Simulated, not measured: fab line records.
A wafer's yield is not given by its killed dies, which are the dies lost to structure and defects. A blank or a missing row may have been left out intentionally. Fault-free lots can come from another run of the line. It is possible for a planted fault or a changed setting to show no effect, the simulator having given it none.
fab line records + flow n5Finfet
record:
- lots: 7
- wafers: 21
- lastDay: 19
route steps=1938 shown BEOL_M12@1640 PASSIVATION@1936
lots with no fault: from the same line, run without faults
startH: hours from the record's opening day to when the first of the lot's shown wafers began + waitH: how many hours have passed since the lot's step before this one + " repeats the value in the row above + L1.1+2: a row that stands for several wafers + - no value, or no start was given + * or withheld: withheld + < > ~ a bound
route shown NAME@n: a module of which the file shows steps, and the number in the route of the first + usual: mean/standard deviation taken from wafers without a fault + same: alike in all rows + chamber/n: place in a boat + sites: the reading at each site + _std_site: the standard deviation of these + _edge_site: outer sites' mean less inner sites' + radiusMm: for every site, how far away it sits from the centre of the wafer + mask NAME#n: copy n + behind: the tool/chamber that last shaped the wafer + hold: the reason the lot was held/the length of the hold in hours/how it ended + device: which transistor (n, p or np) failed to switch + end of line: tests run on the same wafers once the route is complete + a step given without rows: its recipe and nothing more + killed: count of dies lost to structure and defects at first sort (not the wafer's yield) + map: a wafer's dies, x killed, . not, _ none there
set.NAME: setting as actually run; set.NAME@STEP: the setting as run at that earlier step + model.NAME: the simulator's own value behind a step, which no gauge read
lots at selected steps of the route; one table per step, one row per wafer
services: from which hour (startH, from the record's first day; less than 0 if before it) a tool's chamber was out of use, for how many hours, and why
== steps ==
step: N5_BEOL_M12_STRIP_70
recipe:
- chemistry: C4F8/O2/Ar
- resist: SiARC
- rfFrequencyHz: 6e+07
step: N5_BEOL_M12_OCD_MEAS_35
usual:
- trenchDepthNm: 322/6
| lot.wafer | tool   | chamber | startH | waitH | trenchDepthNm |
|-----------|--------|---------|--------|-------|---------------|
| L259.1    | ocd-02 | -       | 272.74 | 0.0   | 315           |
| L259.2    | "      | -       | "      | "     | 313           |
| L259.6    | "      | -       | "      | "     | 313           |
| L269.1    | ocd-02 | -       | 325.97 | 0.0   | 328           |
| L269.5    | "      | -       | "      | "     | 325           |
| L269.6    | "      | -       | "      | "     | 329           |
| L273.3    | ocd-01 | -       | 333.53 | 0.0   | 320           |
| L273.5    | "      | -       | "      | "     | 316           |
| L273.6    | "      | -       | "      | "     | 319           |
| L270.1    | ocd-01 | -       | 352.16 | 0.0   | 327           |
| L270.5    | "      | -       | "      | "     | 328           |
| L270.6    | "      | -       | "      | "     | 332           |
| L272.1    | ocd-02 | -       | 354.02 | 0.0   | 327           |
| L272.3    | "      | -       | "      | "     | 337           |
| L272.6    | "      | -       | "      | "     | 324           |
| L277.1    | ocd-01 | -       | 394.35 | 0.0   | 324           |
| L277.5    | "      | -       | "      | "     | 332           |
| L277.6    | "      | -       | "      | "     | 325           |
| L278.1    | ocd-02 | -       | 413.48 | 0.0   | 329           |
| L278.2    | "      | -       | "      | "     | 328           |
| L278.6    | "      | -       | "      | "     | 322           |
step: N5_BEOL_M12_STRIP_37
recipe:
- chemistry: N2/H2
- powerW: 1000
- tempC: 250
- h2Frac: 0.65
- overashFraction: 0.3
- pressureMtorr: withheld
- n2FlowSccm: 1750
- h2FlowSccm: 3250
step: N5_BEOL_M12_ETCH_38
recipe:
- chemistry: CF4/N2
- target: SiCN
- targetDepthA: 687
- taperDeg: 2
- timeS: 73.4
- ionEnergyEv: 150
- maskMaterial: SiO2
- pressureMtorr: 40
- sourceW: 430
- biasW: 70
- Ar_flow_sccm: 100
- cf4FlowSccm: 60
- n2FlowSccm: 60
usual:
- drypumpMotorCurrentA: 5.51/0.27
- oesProductAu: 0.83/0.091
- rfVppV: 382.7/2
- showerheadPlenumPTorr: 2.21/0.083
- throttleValvePct: 15.27/0.24
| lot.wafer | tool       | chamber | startH | waitH | drypumpMotorCurrentA | oesProductAu | rfHoursCounterH | rfVppV | showerheadPlenumPTorr | throttleValvePct |
|-----------|------------|---------|--------|-------|----------------------|--------------|-----------------|--------|-----------------------|------------------|
| L259.1    | rieDiel-03 | 3       | 275.85 | -     | 5.44                 | 0.82         | 87              | 381.8  | 2.22                  | 15.40            |
| L259.2    | "          | 1       | "      | "     | 5.84                 | 0.96         | 11              | 384.2  | 2.27                  | 15.33            |
| L259.6    | "          | 0       | "      | "     | 5.83                 | 0.85         | -               | 382.6  | 2.24                  | 14.88            |
| L269.1    | rieDiel-04 | 2       | 328.85 | -     | 5.39                 | 0.90         | 42              | 382.2  | 2.16                  | 15.02            |
| L269.5    | "          | 0       | "      | "     | 5.52                 | 0.97         | -               | 382.8  | 2.17                  | 14.98            |
| L269.6    | "          | 2       | "      | "     | 5.41                 | 0.89         | -               | 380.2  | 2.16                  | 15.03            |
| L273.3    | rieDiel-03 | 2       | 333.70 | -     | 4.92                 | 0.85         | 70              | 384.0  | 2.33                  | 15.46            |
| L273.5    | "          | 0       | "      | "     | 5.84                 | 0.83         | -               | 383.4  | 2.24                  | 14.91            |
| L273.6    | "          | 3       | "      | "     | 5.43                 | 0.80         | -               | 382.8  | 2.21                  | 15.44            |
| L270.1    | rieDiel-01 | 2       | 353.41 | -     | 5.78                 | 0.70         | 244             | 379.9  | 2.09                  | 15.71            |
| L270.5    | "          | 1       | "      | "     | 5.64                 | 0.92         | -               | 385.2  | 2.33                  | 15.03            |
| L270.6    | "          | 0       | "      | "     | 5.34                 | 0.93         | -               | 383.6  | 2.25                  | 15.04            |
| L272.1    | rieDiel-04 | 0       | 356.66 | -     | 5.53                 | 0.93         | 15              | 383.2  | 2.17                  | 14.97            |
| L272.3    | "          | 3       | "      | "     | 5.21                 | 0.68         | 241             | 381.6  | 2.17                  | 15.56            |
| L272.6    | "          | 1       | "      | "     | 5.92                 | 0.93         | -               | 385.7  | 2.36                  | 15.14            |
| L277.1    | rieDiel-03 | 3       | 396.90 | -     | 5.42                 | 0.78         | 127             | 383.3  | 2.20                  | 15.47            |
| L277.5    | "          | 2       | "      | "     | 4.94                 | 0.83         | -               | 385.6  | 2.33                  | 15.53            |
| L277.6    | "          | 3       | "      | "     | 5.43                 | 0.78         | -               | 382.2  | 2.20                  | 15.47            |
| L278.1    | rieDiel-03 | 2       | 413.95 | -     | 4.94                 | 0.82         | 94              | 384.2  | 2.33                  | 15.53            |
| L278.2    | "          | 0       | "      | "     | 5.82                 | 0.80         | 83              | 383.0  | 2.23                  | 14.96            |
| L278.6    | "          | 0       | "      | "     | 5.82                 | 0.80         | -               | 383.3  | 2.23                  | 14.97            |
step: N5_BEOL_M12_PRECLEAN_39
recipe:
- chemistry: residueRemover
- timeS: 60
- tempC: 40
step: N5_BEOL_M12_SRD_40
recipe:
- timeS: 30
- tempC: 23
- rinseLiquid: diw
- dry: n2Spin
- spinRpm: 1500
- dryTimeS: 30
step: N5_BEOL_M12_DEGAS_41
recipe:
- ambient: vacuum
- tempC: 250
- timeS: 60
usual:
- heaterPowerW: 343/27
| lot.wafer | tool          | chamber | startH | waitH | heaterPowerW |
|-----------|---------------|---------|--------|-------|--------------|
| L259.1    | pvdSputter-02 | -       | 276.09 | 0.1   | 407          |
| L259.2    | "             | -       | "      | "     | 322          |
| L259.6    | "             | -       | "      | "     | 328          |
| L269.1    | pvdSputter-01 | -       | 329.22 | 0.2   | 342          |
| L269.5    | "             | -       | "      | "     | 308          |
| L269.6    | "             | -       | "      | "     | 347          |
| L273.3    | pvdSputter-02 | -       | 333.99 | 0.1   | 324          |
| L273.5    | "             | -       | "      | "     | 347          |
| L273.6    | "             | -       | "      | "     | 320          |
| L270.1    | pvdSputter-03 | -       | 353.91 | 0.3   | 335          |
| L270.5    | "             | -       | "      | "     | 322          |
| L270.6    | "             | -       | "      | "     | 331          |
| L272.1    | pvdSputter-01 | -       | 357.46 | 0.6   | 322          |
| L272.3    | "             | -       | "      | "     | 329          |
| L272.6    | "             | -       | "      | "     | 345          |
| L277.1    | pvdSputter-01 | -       | 397.34 | 0.3   | 316          |
| L277.5    | "             | -       | "      | "     | 341          |
| L277.6    | "             | -       | "      | "     | 311          |
| L278.1    | pvdSputter-03 | -       | 416.34 | 2.2   | 362          |
| L278.2    | "             | -       | "      | "     | 330          |
| L278.6    | "             | -       | "      | "     | 331          |
step: N5_BEOL_M12_PRE_CLEAN_42
recipe:
- gas: H2/He
- timeS: 30
- tempC: 250
step: N5_BEOL_M12_SPUTTER_43
recipe:
- material: TaN
- targetThkA: 150
- tempC: 50
- biasV: 168.6
- powerW: 15000
- chamberPressurePa: 0.12
- timeS: 24.19
usual:
- throttleValvePct: 29.2/1.3
| lot.wafer | tool          | chamber | startH | waitH | throttleValvePct |
|-----------|---------------|---------|--------|-------|------------------|
| L259.1    | pvdSputter-02 | -       | 276.17 | 0.0   | 28.3             |
| L259.2    | "             | -       | "      | "     | 30.4             |
| L259.6    | "             | -       | "      | "     | 26.7             |
| L269.1    | pvdSputter-01 | -       | 329.30 | 0.0   | 30.4             |
| L269.5    | "             | -       | "      | "     | 28.4             |
| L269.6    | "             | -       | "      | "     | 30.1             |
| L273.3    | pvdSputter-02 | -       | 334.07 | 0.0   | 27.0             |
| L273.5    | "             | -       | "      | "     | 30.6             |
| L273.6    | "             | -       | "      | "     | 30.6             |
| L270.1    | pvdSputter-03 | -       | 353.99 | 0.0   | 29.5             |
| L270.5    | "             | -       | "      | "     | 29.8             |
| L270.6    | "             | -       | "      | "     | 29.2             |
| L272.1    | pvdSputter-01 | -       | 357.54 | 0.0   | 28.4             |
| L272.3    | "             | -       | "      | "     | 30.3             |
| L272.6    | "             | -       | "      | "     | 30.0             |
| L277.1    | pvdSputter-01 | -       | 397.42 | 0.0   | 28.4             |
| L277.5    | "             | -       | "      | "     | 30.2             |
| L277.6    | "             | -       | "      | "     | 28.5             |
| L278.1    | pvdSputter-03 | -       | 416.42 | 0.0   | 30.3             |
| L278.2    | "             | -       | "      | "     | 29.3             |
| L278.6    | "             | -       | "      | "     | 29.4             |
step: N5_BEOL_M12_SPUTTER_44
recipe:
- material: Ta
- targetThkA: 100
- tempC: 50
- biasV: 80
- powerW: 15000
- chamberPressurePa: 0.07
- timeS: 16.13
usual:
- throttleValvePct: 29.2/1.3
| lot.wafer | tool          | chamber | startH | waitH | throttleValvePct |
|-----------|---------------|---------|--------|-------|------------------|
| L259.1    | pvdSputter-02 | -       | 276.25 | 0.0   | 28.6             |
| L259.2    | "             | -       | "      | "     | 30.7             |
| L259.6    | "             | -       | "      | "     | 26.8             |
| L269.1    | pvdSputter-01 | -       | 329.38 | 0.0   | 30.2             |
| L269.5    | "             | -       | "      | "     | 28.3             |
| L269.6    | "             | -       | "      | "     | 30.3             |
| L273.3    | pvdSputter-02 | -       | 334.15 | 0.0   | 26.7             |
| L273.5    | "             | -       | "      | "     | 30.3             |
| L273.6    | "             | -       | "      | "     | 30.6             |
| L270.1    | pvdSputter-03 | -       | 354.07 | 0.0   | 29.2             |
| L270.5    | "             | -       | "      | "     | 30.1             |
| L270.6    | "             | -       | "      | "     | 29.4             |
| L272.1    | pvdSputter-01 | -       | 357.62 | 0.0   | 28.5             |
| L272.3    | "             | -       | "      | "     | 30.3             |
| L272.6    | "             | -       | "      | "     | 30.0             |
| L277.1    | pvdSputter-01 | -       | 397.50 | 0.0   | 28.1             |
| L277.5    | "             | -       | "      | "     | 30.1             |
| L277.6    | "             | -       | "      | "     | 28.5             |
| L278.1    | pvdSputter-03 | -       | 416.50 | 0.0   | 30.3             |
| L278.2    | "             | -       | "      | "     | 29.2             |
| L278.6    | "             | -       | "      | "     | 29.4             |
step: N5_BEOL_M12_SPUTTER_45
recipe:
- material: Cu
- targetThkA: 800
- tempC: -20
- biasV: 60
- powerW: 26000
- chamberPressurePa: 0.13
- timeS: 13.33
usual:
- throttleValvePct: 29.2/1.3
| lot.wafer | tool          | chamber | startH | waitH | throttleValvePct |
|-----------|---------------|---------|--------|-------|------------------|
| L259.1    | pvdSputter-02 | -       | 276.33 | 0.0   | 28.7             |
| L259.2    | "             | -       | "      | "     | 30.6             |
| L259.6    | "             | -       | "      | "     | 26.8             |
| L269.1    | pvdSputter-01 | -       | 329.46 | 0.0   | 30.2             |
| L269.5    | "             | -       | "      | "     | 28.5             |
| L269.6    | "             | -       | "      | "     | 30.1             |
| L273.3    | pvdSputter-02 | -       | 334.23 | 0.0   | 26.8             |
| L273.5    | "             | -       | "      | "     | 30.3             |
| L273.6    | "             | -       | "      | "     | 30.5             |
| L270.1    | pvdSputter-03 | -       | 354.15 | 0.0   | 29.5             |
| L270.5    | "             | -       | "      | "     | 30.0             |
| L270.6    | "             | -       | "      | "     | 29.5             |
| L272.1    | pvdSputter-01 | -       | 357.70 | 0.0   | 28.3             |
| L272.3    | "             | -       | "      | "     | 30.2             |
| L272.6    | "             | -       | "      | "     | 30.2             |
| L277.1    | pvdSputter-01 | -       | 397.58 | 0.0   | 28.3             |
| L277.5    | "             | -       | "      | "     | 30.1             |
| L277.6    | "             | -       | "      | "     | 28.5             |
| L278.1    | pvdSputter-03 | -       | 416.58 | 0.0   | 30.3             |
| L278.2    | "             | -       | "      | "     | 29.5             |
| L278.6    | "             | -       | "      | "     | 29.4             |
step: N5_BEOL_M12_ECD_47
recipe:
- material: Cu
- targetThkA: 7200
step: N5_BEOL_M12_ANNEAL_48
recipe:
- tempC: 225
- timeS: 90
- ambient: N2
usual:
- annealTempC: 225.00/0.16
- annealTempCMax: 226.4/0.51
- wafer_temp_C_max: 226.0/0.34
| lot.wafer | tool         | chamber | startH | waitH | annealTempC | annealTempCMax | wafer_temp_C_max |
|-----------|--------------|---------|--------|-------|-------------|----------------|------------------|
| L259.1    | rtpAnneal-01 | 0       | 276.75 | 0.3   | 225.19      | 226.8          | 225.4            |
| L259.2    | "            | 0       | "      | "     | 225.00      | 226.5          | 225.8            |
| L259.6    | "            | 0       | "      | "     | 225.13      | 226.4          | 225.6            |
| L269.1    | rtpAnneal-02 | -       | 330.16 | 0.5   | -           | -              | -                |
| L269.5    | "            | -       | "      | "     | -           | -              | -                |
| L269.6    | "            | -       | "      | "     | -           | -              | -                |
| L273.3    | rtpAnneal-01 | -       | 334.58 | 0.2   | -           | -              | -                |
| L273.5    | "            | -       | "      | "     | -           | -              | -                |
| L273.6    | "            | -       | "      | "     | -           | -              | -                |
| L270.1    | rtpAnneal-02 | -       | 354.41 | 0.1   | -           | -              | -                |
| L270.5    | "            | -       | "      | "     | -           | -              | -                |
| L270.6    | "            | -       | "      | "     | -           | -              | -                |
| L272.1    | rtpAnneal-01 | 0       | 357.97 | 0.1   | 225.11      | 226.8          | 225.5            |
| L272.3    | "            | 0       | "      | "     | 224.97      | 226.9          | 225.6            |
| L272.6    | "            | 0       | "      | "     | 224.74      | 226.6          | 225.8            |
| L277.1    | rtpAnneal-01 | 0       | 397.84 | 0.1   | 225.25      | 226.7          | 225.6            |
| L277.5    | "            | 0       | "      | "     | 224.86      | 226.6          | 225.8            |
| L277.6    | "            | 0       | "      | "     | 225.11      | 226.8          | 225.9            |
| L278.1    | rtpAnneal-02 | 0       | 416.84 | 0.1   | 225.09      | 225.9          | 226.5            |
| L278.2    | "            | 0       | "      | "     | 224.97      | 225.8          | 226.3            |
| L278.6    | "            | 0       | "      | "     | 225.05      | 225.9          | 226.3            |
step: N5_BEOL_M12_CMP_49
recipe:
- stopOn: SiOC
- tOverpolishS: 20.6
- downForcePsi: 1
- platenRpm: 50
- clearingPlatenDownForcePsi: 1.5
- clearingPlatenRpm: 50
- postCmpClean: cuAlkaline
- targetThkNm: 320
- clearingPlatenPadVelocityMS: 0.99484
- padVelocityMS: 0.99484
step: N5_PASSIVATION_PROBE_49
usual:
- defectLimitedYield: 91.3/1.4
- killed_at_M0_to_M3: 33/11
- killed_at_M4_up: 15/6.2
- killedAtContacts: 13/6.5
- killedAtFrontEnd: 38/11
- killedAtOther: 3.4/2.6
- killedDies: 102/17
- killedOnRim: 13/4.1
- killedOpen: 67/12
- killedShort: 34/7.9
- sort_bin_5_function: 5.1/0.88
- sort_bin_6_memory: 3.3/0.65
- sortNPass: 1078/17
- sortYieldPct: 91.3/1.4
same:
- grossDies: 1180
- killedAtBackSide: 0
- sort_bin_4_leakage[%]: 0
- sort_bin_8_speed[%]: 0
| lot.wafer | tool      | chamber | startH | waitH | defectLimitedYield[%] | killed_at_M0_to_M3 | killed_at_M4_up | killedAtContacts | killedAtFrontEnd | killedAtOther | killedDies | killedOnRim | killedOpen | killedShort | sort_bin_5_function[%] | sort_bin_6_memory[%] | sortNPass | sortYieldPct[%] |
|-----------|-----------|---------|--------|-------|-----------------------|--------------------|-----------------|------------------|------------------|---------------|------------|-------------|------------|-------------|------------------------|----------------------|-----------|-----------------|
| L259.1    | prober-02 | -       | 315.73 | 0.0   | 93.0                  | 24                 | 13              | 10               | 29               | 7             | 83         | 11          | 53         | 29          | 3.7                    | 3.1                  | 1097      | 93.0            |
| L259.2    | prober-02 | -       | 315.78 | 0.1   | 91.9                  | 33                 | 15              | 14               | 30               | 3             | 95         | 13          | 72         | 23          | 4.7                    | 3.1                  | 1085      | 91.9            |
| L259.6    | prober-02 | -       | 315.98 | 0.3   | 92.3                  | 26                 | 11              | 12               | 39               | 3             | 91         | 12          | 62         | 28          | 3.2                    | 4.1                  | 1089      | 92.3            |
| L269.1    | prober-02 | -       | 363.66 | 0.0   | 92.2                  | 30                 | 11              | 8                | 42               | 1             | 92         | 15          | 61         | 31          | 4.8                    | 2.9                  | 1088      | 92.2            |
| L269.5    | prober-02 | -       | 363.86 | 0.2   | 91.0                  | 39                 | 13              | 4                | 48               | 2             | 106        | 20          | 64         | 41          | 4.7                    | 3.9                  | 1074      | 91.0            |
| L269.6    | prober-02 | -       | 363.91 | 0.3   | 93.2                  | 35                 | 11              | 3                | 29               | 2             | 80         | 11          | 53         | 25          | 3.7                    | 2.6                  | 1100      | 93.2            |
| L273.3    | prober-01 | -       | 369.40 | 0.1   | 92.3                  | 17                 | 10              | 8                | 54               | 2             | 91         | 11          | 62         | 29          | 4.3                    | 3.3                  | 1089      | 92.3            |
| L273.5    | prober-01 | -       | 369.50 | 0.2   | 90.6                  | 19                 | 11              | 18               | 63               | 0             | 111        | 16          | 66         | 44          | 5.0                    | 4.0                  | 1069      | 90.6            |
| L273.6    | prober-01 | -       | 369.55 | 0.3   | 91.6                  | 30                 | 9               | 18               | 42               | 0             | 99         | 12          | 73         | 25          | 5.4                    | 2.6                  | 1081      | 91.6            |
| L270.1    | prober-02 | -       | 388.84 | 0.0   | 93.3                  | 39                 | 11              | 6                | 19               | 4             | 79         | 7           | 52         | 25          | 4.2                    | 2.4                  | 1101      | 93.3            |
| L270.5    | prober-02 | -       | 389.04 | 0.2   | 94.2                  | 17                 | 9               | 13               | 24               | 5             | 68         | 7           | 43         | 25          | 3.6                    | 1.9                  | 1112      | 94.2            |
| L270.6    | prober-02 | -       | 389.09 | 0.3   | 94.2                  | 20                 | 13              | 10               | 23               | 3             | 69         | 7           | 45         | 23          | 3.3                    | 2.5                  | 1111      | 94.2            |
| L272.1    | prober-01 | -       | 394.00 | 0.0   | 89.4                  | 20                 | 24              | 26               | 51               | 4             | 125        | 16          | 80         | 44          | 6.4                    | 3.9                  | 1055      | 89.4            |
| L272.3    | prober-01 | -       | 394.10 | 0.1   | 90.4                  | 33                 | 18              | 6                | 55               | 1             | 113        | 11          | 70         | 41          | 5.9                    | 2.9                  | 1067      | 90.4            |
| L272.6    | prober-01 | -       | 394.25 | 0.3   | 90.9                  | 23                 | 9               | 17               | 55               | 3             | 107        | 15          | 74         | 33          | 5.4                    | 3.4                  | 1073      | 90.9            |
| L277.1    | prober-02 | -       | 434.76 | 0.7   | 93.3                  | 21                 | 15              | 16               | 22               | 5             | 79         | 10          | 52         | 26          | 4.5                    | 1.8                  | 1101      | 93.3            |
| L277.5    | prober-02 | -       | 434.96 | 0.9   | 93.6                  | 23                 | 7               | 19               | 22               | 4             | 75         | 13          | 47         | 24          | 3.6                    | 2.4                  | 1105      | 93.6            |
| L277.6    | prober-02 | -       | 435.01 | 1.0   | 90.6                  | 25                 | 9               | 21               | 48               | 8             | 111        | 21          | 80         | 30          | 5.3                    | 3.8                  | 1069      | 90.6            |
killed by level:class
L259.1 FIN_SAQP:geometricParticle:open=9 FIN_SAQP:geometricParticle:short=8 BEOL_M0_SAQP:geometricParticle:open=7 MOL_CONTACT_COAG:geometricParticle:open=6 BEOL_M0_SAQP:geometricParticle:short=6 GATE_CUT:geometricParticle:short=5 BEOL_M0:geometricParticle:open=4 BEOL_M4:geometricParticle:open=4
L259.2 BEOL_M0_SAQP:geometricParticle:open=14 FIN_SAQP:geometricParticle:open=11 BEOL_M3:geometricParticle:open=11 MOL_CONTACT_COAG:geometricParticle:open=10 FIN_SAQP:geometricParticle:short=6 BEOL_M0_SAQP:geometricParticle:short=5 BEOL_M4:geometricParticle:open=5 MOL_CONTACT_COAG:geometricParticle:short=4
L259.6 FIN_SAQP:geometricParticle:open=16 MOL_CONTACT_COAG:geometricParticle:open=10 BEOL_M0_SAQP:geometricParticle:short=8 FIN_SAQP:geometricParticle:short=7 BEOL_M0_SAQP:geometricParticle:open=7 BEOL_M3:geometricParticle:open=5 STI_FIN_REVEAL:geometricParticle:open=3 GATE_CUT:geometricParticle:short=3
L269.1 FIN_SAQP:geometricParticle:open=9 STI_FIN_REVEAL:geometricParticle:open=7 GATE_CUT:geometricParticle:short=7 BEOL_M1:geometricParticle:open=7 BEOL_M2:geometricParticle:open=7 FIN_SAQP:geometricParticle:short=5 MOL_CONTACT_COAG:geometricParticle:short=5 BEOL_M0_SAQP:geometricParticle:short=5
L269.5 FIN_SAQP:geometricParticle:open=13 BEOL_M0_SAQP:geometricParticle:open=13 FIN_SAQP:geometricParticle:short=10 BEOL_M0_SAQP:geometricParticle:short=9 GATE_CUT:geometricParticle:short=7 BEOL_M1:geometricParticle:open=6 BEOL_M4:geometricParticle:open=6 GATE_CUT:geometricParticle:open=5
L269.6 BEOL_M1:geometricParticle:open=10 FIN_SAQP:geometricParticle:open=8 BEOL_M2:geometricParticle:open=5 STI_FIN_REVEAL:geometricParticle:open=4 GATE_CUT:geometricParticle:short=4 BEOL_M0_SAQP:geometricParticle:open=4 BEOL_M0_SAQP:geometricParticle:short=4 BEOL_M3:geometricParticle:open=4
L273.3 STI_FIN_REVEAL:geometricParticle:open=21 GATE_CUT:geometricParticle:short=9 FIN_SAQP:geometricParticle:short=8 MOL_CONTACT_COAG:geometricParticle:open=8 BEOL_M0_SAQP:geometricParticle:open=6 FIN_SAQP:geometricParticle:open=5 BEOL_M0_SAQP:geometricParticle:short=5 BEOL_M4:geometricParticle:open=4
L273.5 FIN_SAQP:geometricParticle:short=20 STI_FIN_REVEAL:geometricParticle:open=16 MOL_CONTACT_COAG:geometricParticle:open=16 FIN_SAQP:geometricParticle:open=9 BEOL_M4:geometricParticle:open=6 BEOL_M1:geometricParticle:open=4 BEOL_M0_SAQP:geometricParticle:open=4 BEOL_M1:geometricParticle:short=4
L273.6 MOL_CONTACT_COAG:geometricParticle:open=15 FIN_SAQP:geometricParticle:open=11 STI_FIN_REVEAL:geometricParticle:open=11 BEOL_M3:geometricParticle:open=10 FIN_SAQP:geometricParticle:short=7 BEOL_M1:geometricParticle:open=6 BEOL_M3:geometricParticle:short=4 ILD0:geometricParticle:open=3
L270.1 BEOL_M1:geometricParticle:open=11 BEOL_M2:geometricParticle:open=8 FIN_SAQP:geometricParticle:open=5 BEOL_M0_SAQP:geometricParticle:open=5 BEOL_M0_SAQP:geometricParticle:short=5 BEOL_M3:geometricParticle:short=4 STI_FIN_REVEAL:geometricParticle:open=3 MOL_CONTACT_COAG:geometricParticle:short=3
L270.5 FIN_SAQP:geometricParticle:open=8 MOL_CONTACT_COAG:geometricParticle:open=8 MOL_CONTACT_COAG:geometricParticle:short=5 BEOL_M5:geometricParticle:short=5 BEOL_M0_SAQP:geometricParticle:open=4 STARTING-WAFER:geometricParticle:open=4 BEOL_M0_SAQP:geometricParticle:short=3 BEOL_M1:geometricParticle:open=3
L270.6 MOL_CONTACT_COAG:geometricParticle:open=7 FIN_SAQP:geometricParticle:open=4 BEOL_M1:geometricParticle:open=4 BEOL_M6:geometricParticle:open=4 STARTING-WAFER:geometricParticle:short=4 STARTING-WAFER:geometricParticle:open=4 GATE_CUT:geometricParticle:short=3 MOL_CONTACT_COAG:geometricParticle:short=3
L272.1 MOL_CONTACT_COAG:geometricParticle:open=23 FIN_SAQP:geometricParticle:short=10 BEOL_M1:geometricParticle:open=9 BEOL_M4:geometricParticle:open=9 FIN_SAQP:geometricParticle:open=7 DUMMY_GATE:geometricParticle:open=6 GATE_CUT:geometricParticle:short=5 STI_FIN_REVEAL:geometricParticle:short=4
L272.3 FIN_SAQP:geometricParticle:short=24 FIN_SAQP:geometricParticle:open=15 BEOL_M4:geometricParticle:open=11 BEOL_M3:geometricParticle:open=8 BEOL_M0_SAQP:geometricParticle:short=7 BEOL_M0_SAQP:geometricParticle:open=7 MOL_CONTACT_COAG:geometricParticle:open=6 BEOL_M2:geometricParticle:open=6
L272.6 STI_FIN_REVEAL:geometricParticle:open=16 MOL_CONTACT_COAG:geometricParticle:open=13 FIN_SAQP:geometricParticle:short=11 FIN_SAQP:geometricParticle:open=9 BEOL_M1:geometricParticle:open=9 BEOL_M3:geometricParticle:open=5 MOL_CONTACT_COAG:geometricParticle:short=4 STARTING-WAFER:geometricParticle:open=4
L277.1 MOL_CONTACT_COAG:geometricParticle:open=13 BEOL_M3:geometricParticle:open=5 STI_FIN_REVEAL:geometricParticle:open=4 BEOL_M1:geometricParticle:open=4 BEOL_M1:geometricParticle:short=4 MOL_CONTACT_COAG:geometricParticle:short=3 BEOL_M0:geometricParticle:open=3 BEOL_M4:geometricParticle:open=3
L277.5 MOL_CONTACT_COAG:geometricParticle:open=13 MOL_CONTACT_COAG:geometricParticle:short=6 BEOL_M2:geometricParticle:open=5 BEOL_M0:geometricParticle:open=4 BEOL_M0_SAQP:geometricParticle:open=4 ZERO_LAYER:coatMicrobubblePrinted=4 STI_FIN_REVEAL:geometricParticle:open=3 DUMMY_GATE:geometricParticle:open=3
L277.6 STI_FIN_REVEAL:geometricParticle:open=18 MOL_CONTACT_COAG:geometricParticle:open=14 MOL_CONTACT_COAG:geometricParticle:short=7 BEOL_M0_SAQP:geometricParticle:open=6 DUMMY_GATE:geometricParticle:open=5 BEOL_M2:geometricParticle:open=5 STI_FIN_REVEAL:geometricParticle:short=4 GATE_CUT:geometricParticle:open=4
== services ==
| tool          | chamber | startH | hours | kind                         |
|---------------|---------|--------|-------|------------------------------|
| rieDiel-01    | 1       | 259.55 | -     | clean                        |
| rieDiel-01    | 1       | 259.55 | -     | consumableReplace:focusRing  |
| rieDiel-01    | 1       | 259.55 | -     | consumableReplace:showerhead |
| rieDiel-01    | 1       | 259.55 | 32.3  | scheduledDown                |
| rieDiel-01    | 1       | 259.55 | 32.3  | ventCycle                    |
| rieDiel-04    | 2       | 262.52 | 29.1  | repair                       |
| rieDiel-03    | 0       | 285.15 | 18.7  | repair                       |
| rieDiel-04    | 0       | 291.63 | -     | clean                        |
| rieDiel-04    | 0       | 291.63 | -     | consumableReplace:focusRing  |
| rieDiel-04    | 0       | 291.63 | 22.6  | scheduledDown                |
| rieDiel-04    | 0       | 291.63 | 22.6  | ventCycle                    |
| rieDiel-04    | 1       | 314.27 | -     | clean                        |
| rieDiel-04    | 1       | 314.27 | -     | consumableReplace:focusRing  |
| rieDiel-04    | 1       | 314.27 | -     | consumableReplace:showerhead |
| rieDiel-04    | 1       | 314.27 | 20.2  | scheduledDown                |
| rieDiel-04    | 1       | 314.27 | 20.2  | ventCycle                    |
| rieDiel-03    | 2       | 360.21 | 3.0   | repair                       |
| pvdSputter-01 | -       | 370.77 | 4.7   | repair                       |
| rieDiel-04    | 3       | 400.12 | 6.5   | repair                       |
| rieDiel-03    | -       | 404.61 | 0.9   | repair                       |
| rieDiel-04    | 3       | 406.69 | -     | clean                        |
| rieDiel-04    | 3       | 406.69 | -     | consumableReplace:focusRing  |
| rieDiel-04    | 3       | 406.69 | 18.6  | scheduledDown                |
| rieDiel-04    | 3       | 406.69 | 18.6  | ventCycle                    |
== key ==
firstSign:
- step: N5_BEOL_M12_ANNEAL_48
- reading: toolRecord
- direction: missing
effect none on later readings
metAt N5_BEOL_M12_ANNEAL_48
struckWafers L269.1,L269.5,L269.6,L270.1,L270.5,L270.6,L273.3,L273.5,L273.6
onsetBetween 276.75 330.16
fault:
- kind: skippedStepWhole
- tool: rtpAnneal-01,rtpAnneal-02
- chamber: -
- onsetH: 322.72
- steps: N5_BEOL_M12_ANNEAL_48
- scope: struckLotsOnly
